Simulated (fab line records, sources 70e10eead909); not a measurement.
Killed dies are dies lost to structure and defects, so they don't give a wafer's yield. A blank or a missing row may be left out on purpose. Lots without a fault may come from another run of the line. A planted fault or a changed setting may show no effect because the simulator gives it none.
Problem report in the 8D (eight disciplines) form, filled by code | flow nand_harc | the parts of the form that need people (team, actions taken, sign-off) are left out

1. THE PROBLEM
killed_at_other at NHARC_END_SORT_01 reads a mean of 65.7 on 6 wafers of 2 lots; wafers without a fault read 0.6 with a standard deviation of 0.89. That is +73 standard deviations from the usual mean.
First seen on wafer L698.3, day 19 16:43, on prober-02. The record holds 9 wafers of 3 lots with a number at this step. Rule for "out", or "out of limits": more than 4 standard deviations from the usual mean. The other wafers with a number count as sound.

2. WHAT IT IS AND WHAT IT IS NOT
question                    | is                                              | is not
which readings at this step | killed_at_other, sort_bin_2_pct, sort_bin_3_pct | killed_at_array, killed_at_periphery, killed_open, killed_short, sort_bin_4_pct
which lots                  | L698, L703                                      | L714
which wafers of those lots  | all that have a number                          | -
read on which gauges        | prober-01, prober-02                            | -
when                        | from day 19 16:43                               | up to then (0 sound wafers); but 3 sound wafers of L714 came after

3. SUSPECTS, AND WHAT RULES EACH OUT
Counting: a tool at a process step up to the reading stays a suspect if it ran every lot that is out and no sound lot after the first of them.
- the gauge at NHARC_END_SORT_01: ruled out. The wafers that are out were read on 2 gauges (prober-01, prober-02).
- pvd_sputter-03 at NHARC_THIN_TSV_DEGAS_49 (time 120 s): kept. It ran every lot that is out, first L698 (day 19 04:13), and no sound lot after that.
- pvd_sputter-03 at NHARC_THIN_TSV_PRE_CLEAN_50 (time 30 s): kept. It ran every lot that is out, first L698 (day 19 04:22), and no sound lot after that. NHARC_THIN_TSV_PRE_CLEAN_50 gives no start for some lots, so the hours and the order of its lots are those of NHARC_THIN_TSV_PVD_19.
- pvd_sputter-03 at NHARC_THIN_TSV_PVD_19 (deposits TaN, target thk 20 nm): kept. It ran every lot that is out, first L698 (day 19 04:22), and no sound lot after that.
- pvd_sputter-03 at NHARC_THIN_TSV_PVD_51 (deposits Cu, target thk 100 nm): kept. It ran every lot that is out, first L698 (day 19 07:49), and no sound lot after that. NHARC_THIN_TSV_PVD_51 gives no start for some lots, so the hours and the order of its lots are those of NHARC_THIN_TSV_CD_MEAS_33.
Left after counting: pvd_sputter-03 at NHARC_THIN_TSV_DEGAS_49, pvd_sputter-03 at NHARC_THIN_TSV_PRE_CLEAN_50, pvd_sputter-03 at NHARC_THIN_TSV_PVD_19, pvd_sputter-03 at NHARC_THIN_TSV_PVD_51.

4. THE CAUSE (what the simulator had put in)
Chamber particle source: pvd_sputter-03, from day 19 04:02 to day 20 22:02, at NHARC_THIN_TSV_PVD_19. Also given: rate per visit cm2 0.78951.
Counting left 4 suspects, and this tool is among them.

5. THE CHAIN OF EFFECTS, in route order
Each row: a reading whose mean over the struck wafers that have a number lies more than 3 standard deviations from the usual. Only readings for which the record gives a usual standard deviation are gone through. hours: the time from each lot's start at the first step in this table that gives one to its start at this step, as a median over the lots. sigmas: the change in usual standard deviations.
hours | step              | reading              | usual  | on struck wafers | change | sigmas
0     | NHARC_END_SORT_01 | defect_limited_yield | 95.1 % | 86.8             | -8.3   | -4.6
0     | NHARC_END_SORT_01 | killed_at_other      | 0.6    | 65.7             | +65.1  | +73
0     | NHARC_END_SORT_01 | killed_dies          | 33     | 90               | +56    | +4.7
0     | NHARC_END_SORT_01 | sort_bin_2_pct       | 1.5 %  | 5.7              | +4.2   | +5.8
0     | NHARC_END_SORT_01 | sort_bin_3_pct       | 0.28 % | 3.13             | +2.85  | +12
0     | NHARC_END_SORT_01 | sort_n_pass          | 644    | 588              | -56    | -4.7
0     | NHARC_END_SORT_01 | sort_rim_yield_pct   | 94.8 % | 85.2             | -9.5   | -3.3
0     | NHARC_END_SORT_01 | sort_yield_pct       | 95.1 % | 86.8             | -8.3   | -4.6

6. WHAT WOULD HAVE CAUGHT IT SOONER
In this record the first reading out of limits at a measuring or inspecting step was taken at day 19 16:43, 13 hours after the fault began at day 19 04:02.
Of the tool readings at NHARC_THIN_TSV_PVD_19 for which the record gives a usual standard deviation, none was out on any struck wafer, so an alarm limit of 4 standard deviations on them would not have fired.
Of the lots that are out (2), L703 began NHARC_THIN_TSV_PVD_19 on pvd_sputter-03 after day 19 16:43. A hold on the tool at that time would have spared it.
